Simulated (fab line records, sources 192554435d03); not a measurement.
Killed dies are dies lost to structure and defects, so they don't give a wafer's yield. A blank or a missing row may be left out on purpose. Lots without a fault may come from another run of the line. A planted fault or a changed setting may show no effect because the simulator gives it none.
Chamber matching | flow n5_finfet | N5_FIN_SAQP_SPACER1_ALD_24 on ald_sin-02: 4 sister chambers
The step deposits SiO2, target thk 20.3 nm, pulse time 1 s, purge time 2 s. 4 wafers are shown with their chamber, then 7 later ones without.

WAFERS WITH THEIR CHAMBER
wafer  | chamber | heater_power_w (W)
L090.1 | 3       | 543
L090.2 | 2       | 413
L091.1 | 0       | 474
L091.4 | 1       | 412

WAFERS WITHOUT THEIR CHAMBER
wafer  | heater_power_w (W)
L091.6 | 402
L095.2 | 424
L095.3 | 404
L095.6 | 473
L097.1 | 481
L097.4 | 411
L097.6 | 549

WHICH CHAMBER EACH WENT THROUGH
wafer  | from the rows above     | in truth
L091.6 | can't be placed: 1 or 2 | 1
L095.2 | can't be placed: 2 or 1 | 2
L095.3 | can't be placed: 1 or 2 | 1
L095.6 | 0                       | 0
L097.1 | 0                       | 0
L097.4 | can't be placed: 1 or 2 | 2
L097.6 | 3                       | 3
Placed correctly: 3 of 7. Can't be placed from these rows: 4 (the true chamber is among the candidates in 4). Placed wrongly: 0.
How it was worked out, from the rows above alone: a wafer's distance from a chamber is the root of the sum, over the readings, of the square of ((its reading less the chamber's mean) divided by the reading's scatter). The wafer belongs to the nearest chamber; if the next one is less than 2 further off, it can't be placed. A chamber's mean is the mean of its shown wafers. The scatter: with one shown wafer a chamber, the root of the mean of the squares of how far each hidden wafer lies from its nearest shown one.
